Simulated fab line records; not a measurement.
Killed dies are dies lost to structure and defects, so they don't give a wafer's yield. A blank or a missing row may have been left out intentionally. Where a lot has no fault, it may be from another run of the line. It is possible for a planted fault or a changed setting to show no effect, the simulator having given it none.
fab line records -- flow nandHarc
record: lots: 12, wafers: 36, lastDay: 33
route steps=1302 shown A_SLIT@942 A_CONTACT@983
lots that met no fault: from a run of the same line without faults
startH: the number of hours between the record's first day and the start of the first shown wafer of the lot -- waitH: time in hours since the lot's previous step -- " as in the row above -- L1.1+2: several wafers, shown together as one row -- - either no value or no given start -- * or withheld: withheld -- < > ~ a bound
route shown NAME@n: NAME is a module with steps in the file, n the number in the route of the first one -- usual: mean/standard deviation taken from wafers without a fault -- same: alike in all rows -- chamber/n: place in a boat -- sites: each site's reading -- _std_site: the values' standard deviation -- _edge_site: the outer-site mean with the inner-site mean subtracted -- radiusMm: how far each site lies from the wafer's centre -- mask NAME#n: copy n -- behind: the last tool/chamber to shape the wafer -- hold: what put the lot on hold/how long, in hours/how the hold closed -- device: whichever transistor did not switch (one of n, p or np) -- end of line: tests run on the same wafers once the route is complete -- a step without rows: its recipe alone -- killed: at the first sort, the dies lost to defects and structure; wafer yield is something else -- map: per-die view of a wafer (x killed, . not killed, _ where there is no die)
set.NAME: setting as actually run; set.NAME@STEP: the setting as run at that earlier step -- model.NAME: the simulator's own value behind a step, which no gauge read
the route's steps for a sample of lots (tables are steps, rows are wafers)
services: a tool's chamber out of use, with start hour (startH, from the record's first day; less than 0 if before it), hours out, and reason
== steps ==
step: NHARC_A_SLIT_ETCH_29
recipe: targetDepthA: 1000, overetchA: 100, timeS: 55, ionEnergyEv: 100, cf4FlowSccm: 80, o2FlowSccm: 20, arFlowSccm: 0, rfW: 300, biasW: 100, chemistry: CF4/O2
usual: drypumpMotorCurrentA: 5.6/0.58, o2FlowSccm: 20.00/0.061, oesProductAu: 1.001/0.013, rfVppV: 197.4/1.4, showerheadPlenumPTorr: 1.31/0.061, throttleValvePct: 13.396/0.0095
lot.wafer,tool,chamber,startH,waitH,drypumpMotorCurrentA,o2FlowSccm,oesProductAu,rfHoursCounterH,rfVppV,showerheadPlenumPTorr,throttleValvePct
L959.4,rieDiel-02,1,474.67,0.1,4.8,20.02,0.990,4.9,196.4,1.27,13.410
L959.5,rieDiel-02,1,474.67,0.1,4.8,20.08,0.983,-,196.6,1.27,13.379
L959.6,rieDiel-02,2,474.67,0.1,5.7,20.04,1.010,-,197.5,1.31,13.417
L960.4,rieDiel-02,2,478.17,0.1,5.7,20.01,0.984,5.4,197.5,1.31,13.399
L960.3,rieDiel-02,1,478.17,0.1,4.8,20.10,0.976,5.0,195.9,1.27,13.389
L960.5,rieDiel-02,2,478.17,0.1,5.7,19.95,0.993,-,198.4,1.31,13.402
L962.4,rieDiel-12,2,479.82,0.1,6.1,19.88,1.013,2.1,198.6,1.41,13.389
L962.1,rieDiel-12,1,479.82,0.1,5.8,20.09,0.991,0.0,197.6,1.29,13.384
L962.5,rieDiel-12,2,479.82,0.1,6.1,19.93,1.010,-,199.3,1.41,13.424
L961.3,rieDiel-02,3,485.00,0.1,4.8,20.09,1.012,4.4,197.7,1.25,13.402
L961.4,rieDiel-02,0,485.00,0.1,5.8,20.12,0.999,4.1,198.7,1.43,13.418
L961.5,rieDiel-02,3,485.00,0.1,4.8,20.04,1.002,-,196.6,1.25,13.395
L963.4,rieDiel-12,3,492.63,0.1,5.7,20.01,0.999,3.8,198.9,1.33,13.395
L963.3,rieDiel-12,0,492.63,0.1,6.6,20.12,1.003,3.2,198.2,1.40,13.394
L963.2,rieDiel-12,1,492.63,0.1,5.8,19.97,0.989,1.3,195.9,1.28,13.399
L965.3,rieDiel-03,3,524.49,0.1,5.0,19.97,1.011,2.9,195.7,1.26,13.394
L965.1,rieDiel-03,1,524.49,0.1,5.3,19.94,0.984,5.1,196.5,1.27,13.394
L965.6,rieDiel-03,3,524.49,0.1,5.0,20.04,1.015,-,196.4,1.26,13.399
L968.2,rieDiel-02,3,537.95,0.1,4.8,20.04,1.010,6.6,195.0,1.25,13.414
L968.1,rieDiel-02,0,537.95,0.1,5.9,20.06,0.993,6.6,200.5,1.43,13.397
L968.6,rieDiel-02,0,537.95,0.1,5.9,20.06,1.000,-,198.1,1.43,13.397
L973.2,rieDiel-03,2,590.95,0.1,6.4,19.94,1.015,6.5,196.2,1.27,13.387
L973.4,rieDiel-03,1,590.95,0.1,5.3,20.05,1.003,8.0,194.9,1.27,13.401
L973.6,rieDiel-03,2,590.95,0.1,6.4,19.97,1.007,-,195.0,1.27,13.400
L972.3,rieDiel-03,0,593.96,0.1,5.5,20.06,1.007,7.7,196.9,1.32,13.391
L972.4,rieDiel-03,1,593.96,0.1,5.3,19.99,0.998,8.1,196.6,1.27,13.381
L972.5,rieDiel-03,3,593.96,0.1,5.0,20.08,1.033,-,195.8,1.26,13.394
L980.2,rieDiel-12,0,677.51,0.1,6.6,20.02,1.005,0.8,199.3,1.40,13.399
L980.4,rieDiel-12,2,677.51,0.1,6.2,19.94,1.001,0.6,199.4,1.41,13.400
L980.3,rieDiel-12,3,677.51,0.1,5.7,20.11,1.015,0.8,195.9,1.33,13.397
L981.2,rieDiel-03,2,679.19,0.1,6.4,20.12,0.989,1.7,197.1,1.27,13.402
L981.3,rieDiel-03,0,679.19,0.1,5.5,19.97,0.997,2.7,198.8,1.32,13.393
L981.5,rieDiel-03,2,679.19,0.1,6.4,19.98,0.982,-,196.0,1.27,13.414
L982.2,rieDiel-02,1,691.55,0.1,4.8,20.02,0.973,7.5,195.8,1.27,13.400
L982.1,rieDiel-02,2,691.55,0.1,5.7,20.01,1.008,9.3,197.3,1.31,13.398
L982.3,rieDiel-02,0,691.55,0.1,5.8,20.03,1.009,8.4,198.9,1.43,13.412
step: NHARC_A_CONTACT_DEP_24
recipe: targetThkA: 5000, tempC: 400, pressureTorr: 6.5, rfW: 900, teosFlowSccm: 161.4, flowSccm: 2650, targetThkNm: 500, gas: O2, material: SiO2
usual: heaterPowerOuterW: 313/70, heaterPowerW: 561/92, mfcPrecursorSccm: 161.4/0.49, throttleValvePct: 16.3/0.72
lot.wafer,tool,chamber,startH,waitH,heaterPowerOuterW,heaterPowerW,mfcPrecursorSccm,sinceWetCleanH,throttleValvePct
L959.6,pecvd-02,1,503.05,0.3,289,543,161.6,-,16.3
L959.4,pecvd-02,2,503.05,0.3,411,654,161.9,-,16.5
L959.5,pecvd-02,0,503.05,0.3,311,572,162.3,-,16.6
L960.3,pecvd-03,2,503.05,0.3,319,588,161.1,-,16.6
L960.4,pecvd-03,1,503.05,0.3,212,433,161.3,-,14.9
L960.5,pecvd-03,2,503.05,0.3,342,610,161.2,-,16.2
L962.1,pecvd-03,1,505.87,0.1,138,338,161.2,125,14.8
L962.4,pecvd-03,1,505.87,0.1,163,375,161.3,-,14.8
L962.5,pecvd-03,2,505.87,0.1,331,578,161.8,-,16.6
L961.3,pecvd-02,1,514.80,0.2,373,646,161.5,94,16.2
L961.5,pecvd-02,0,514.80,0.2,319,562,162.2,-,16.7
L961.4,pecvd-02,1,514.80,0.2,396,657,162.1,-,16.3
L963.2,pecvd-02,2,517.92,0.1,353,585,161.0,97,16.8
L963.3,pecvd-02,0,517.92,0.1,335,577,160.5,97,16.5
L963.4,pecvd-02,1,517.92,0.1,320,584,160.8,-,16.6
L965.3,pecvd-02,1,549.76,0.1,357,611,161.6,129,16.5
L965.1,pecvd-02,2,549.76,0.1,410,666,161.9,129,17.0
L965.6,pecvd-02,1,549.76,0.1,378,658,161.1,-,16.5
L968.2,pecvd-02,0,561.86,0.1,294,522,161.6,141,16.7
L968.1,pecvd-02,2,561.86,0.1,359,585,160.5,141,16.9
L968.6,pecvd-02,1,561.86,0.1,284,526,160.3,-,16.4
L973.2,pecvd-03,0,615.57,0.1,288,552,204.8,53,16.6
L973.4,pecvd-03,1,615.57,0.1,223,463,204.5,-,14.9
L973.6,pecvd-03,2,615.57,0.1,376,675,204.4,-,16.6
L972.3,pecvd-03,2,620.92,0.2,373,655,203.9,59,16.6
L972.4,pecvd-03,0,620.92,0.2,306,547,203.7,-,16.5
L972.5,pecvd-03,2,620.92,0.2,380,677,204.7,-,16.8
L980.2,pecvd-03,2,704.12,0.1,363,662,161.3,142,16.4
L980.3,pecvd-03,0,704.12,0.1,284,540,161.7,142,16.6
L980.4,pecvd-03,1,704.12,0.1,165,384,161.5,-,14.7
L981.2,pecvd-02,0,704.16,0.1,281,516,161.6,102,16.5
L981.3,pecvd-02,2,704.16,0.1,337,556,161.7,102,17.4
L981.5,pecvd-02,0,704.16,0.1,296,537,161.2,-,16.4
L982.2,pecvd-02,2,717.24,0.1,349,583,161.1,115,17.4
L982.3,pecvd-02,0,717.24,0.1,248,458,161.2,115,16.6
L982.1,pecvd-02,1,717.24,0.1,375,644,161.2,115,16.7
step: NHARC_A_CONTACT_DEP_28
recipe: targetThkA: 70000, tempC: 400, material: aC
usual: throttleValvePct: 35.001/0.0089
lot.wafer,tool,chamber,startH,waitH,throttleValvePct
L960.3,aclDep-01,0,505.08,1.5,35.006
L960.4,aclDep-01,0,505.08,1.5,34.999
L960.5,aclDep-01,0,505.08,1.5,35.013
L959.4,aclDep-02,0,505.58,2.2,35.009
L959.5,aclDep-02,0,505.58,2.2,34.991
L959.6,aclDep-02,0,505.58,2.2,34.989
L962.1,aclDep-02,0,507.70,1.3,35.000
L962.4,aclDep-02,0,509.81,3.4,35.008
L962.5,aclDep-02,0,509.81,3.4,34.982
L961.3,aclDep-03,0,518.21,3.0,35.004
L961.4,aclDep-03,0,518.21,3.0,35.011
L961.5,aclDep-03,0,518.21,3.0,35.005
L963.2,aclDep-03,0,521.78,3.4,35.008
L963.3,aclDep-03,0,521.78,3.4,35.015
L963.4,aclDep-03,0,521.78,3.4,35.013
L965.1,aclDep-02,0,550.36,0.1,34.995
L965.3,aclDep-02,0,551.77,1.5,35.012
L965.6,aclDep-02,0,553.88,3.6,34.991
L968.1,aclDep-01,0,565.14,2.7,34.989
L968.2,aclDep-01,0,565.14,2.7,35.004
L968.6,aclDep-01,0,568.71,6.3,35.002
L973.2,aclDep-03,0,620.13,4.0,35.008
L973.4,aclDep-03,0,621.54,5.4,34.993
L973.6,aclDep-03,0,622.95,6.8,35.006
L972.3,aclDep-02,0,624.97,3.6,35.008
L972.4,aclDep-02,0,624.97,3.6,34.989
L972.5,aclDep-02,0,624.97,3.6,35.008
L980.2,aclDep-03,0,705.45,0.8,35.006
L980.3,aclDep-03,0,705.45,0.8,35.007
L980.4,aclDep-03,0,705.45,0.8,35.000
L981.2,aclDep-01,0,705.48,0.8,35.008
L981.3,aclDep-01,0,705.48,0.8,34.989
L981.5,aclDep-01,0,707.61,2.9,35.008
L982.1,aclDep-03,0,718.73,0.9,34.990
L982.2,aclDep-03,0,718.73,0.9,35.026
L982.3,aclDep-03,0,718.73,0.9,35.012
step: NHARC_A_CONTACT_ETCH_111
recipe: sourceW: withheld, pressureMtorr: 20, biasV: withheld, timeS: 140, targetDepthA: 7000, arFlowSccm: withheld, c4f8FlowSccm: withheld, o2FlowSccm: withheld, chemistry: C4F8/O2/Ar
lot.wafer,tool,chamber,startH,waitH,rfHoursCounterH
L959.4,harCapEtch-03,0,510.39,-,-
L959.6,harCapEtch-03,0,510.39,-,-
L959.5,harCapEtch-03,1,510.39,-,-
L960.3,harCapEtch-02,1,510.74,-,-
L960.4,harCapEtch-02,0,510.74,-,-
L960.5,harCapEtch-02,0,510.74,-,-
L962.1,harCapEtch-01,0,514.72,-,0
L962.4,harCapEtch-01,1,514.72,-,-
L962.5,harCapEtch-01,1,514.72,-,-
L961.3,harCapEtch-01,1,523.98,-,-
L961.4,harCapEtch-01,0,523.98,-,-
L961.5,harCapEtch-01,0,523.98,-,-
L963.2,harCapEtch-03,0,528.26,-,45
L963.4,harCapEtch-03,0,528.26,-,-
L963.3,harCapEtch-03,1,528.26,-,-
L965.1,harCapEtch-03,1,558.54,-,52
L965.3,harCapEtch-03,1,558.54,-,-
L965.6,harCapEtch-03,1,558.54,-,-
L968.1,harCapEtch-02,1,572.92,-,92
L968.2,harCapEtch-02,0,572.92,-,92
L968.6,harCapEtch-02,0,572.92,-,-
L973.2,harCapEtch-03,1,626.79,-,64
L973.4,harCapEtch-03,0,626.79,-,-
L973.6,harCapEtch-03,1,626.79,-,-
L972.3,harCapEtch-01,0,630.60,-,-
L972.4,harCapEtch-01,1,630.60,-,-
L972.5,harCapEtch-01,0,630.60,-,-
L981.2,harCapEtch-01,0,712.04,-,39
L981.3,harCapEtch-01,0,712.04,-,-
L981.5,harCapEtch-01,0,712.04,-,-
L980.2,harCapEtch-02,1,712.24,-,116
L980.4,harCapEtch-02,0,712.24,-,-
L980.3,harCapEtch-02,1,712.24,-,-
L982.1,harCapEtch-02,1,725.78,-,119
L982.2,harCapEtch-02,0,725.78,-,119
L982.3,harCapEtch-02,0,725.78,-,-
== services ==
tool,chamber,startH,hours,kind
rieDiel-03,-,458.30,9.0,pm
pecvd-03,0,482.96,22.6,repair
aclDep-03,-,483.38,13.0,pm
harCapEtch-01,-,497.00,17.0,pm
pecvd-03,-,516.57,1.5,repair
rieDiel-12,3,530.82,7.2,repair
pecvd-03,-,549.41,13.0,pm
aclDep-01,-,552.14,13.0,pm
pecvd-02,0,569.85,11.1,repair
rieDiel-02,-,570.70,9.0,pm
rieDiel-03,3,575.24,11.4,repair
pecvd-02,-,589.03,13.0,pm
pecvd-02,0,589.03,13.0,ventCycle
pecvd-02,1,589.03,13.0,ventCycle
pecvd-02,2,589.03,21.3,ventCycle
pecvd-02,0,602.03,-,clean
rieDiel-03,0,602.78,9.4,repair
aclDep-02,-,608.07,13.0,pm
rieDiel-12,-,622.40,9.0,pm
rieDiel-02,1,630.49,7.7,repair
rieDiel-03,-,635.30,9.0,pm
aclDep-03,-,664.38,13.0,pm
rieDiel-03,0,702.46,13.8,repair
rieDiel-03,-,709.35,0.8,repair
== key ==
firstSign: step: NHARC_A_CONTACT_DEP_24, reading: mfcPrecursorSccm, direction: up, sigmas: 88, usual: 161.4, struck: 204.3
effect none on later readings
metAt NHARC_A_CONTACT_DEP_24
struckLots L972,L973
testerLeftOut L972,L973
notActingAt NHARC_A_SLIT_ETCH_29,NHARC_A_CONTACT_DEP_28,NHARC_A_CONTACT_ETCH_111
onsetBetween 505.87 615.57
fault: kind: processParameterDrift, tool: pecvd-03, chamber: -, onsetH: 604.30, steps: NHARC_A_CONTACT_DEP_24, channel: teosFlowSccm, offset: *, shape: step, endH: 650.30, actsIn: *, stated: *
testerLeftOut: of these lots the tester's yield and bins aren't shown, on N5 and GAA mostly nor the transistor test; their killed dies are dies lost to structure and defects alone, not to doping, threshold or leakage, so they don't give the yield
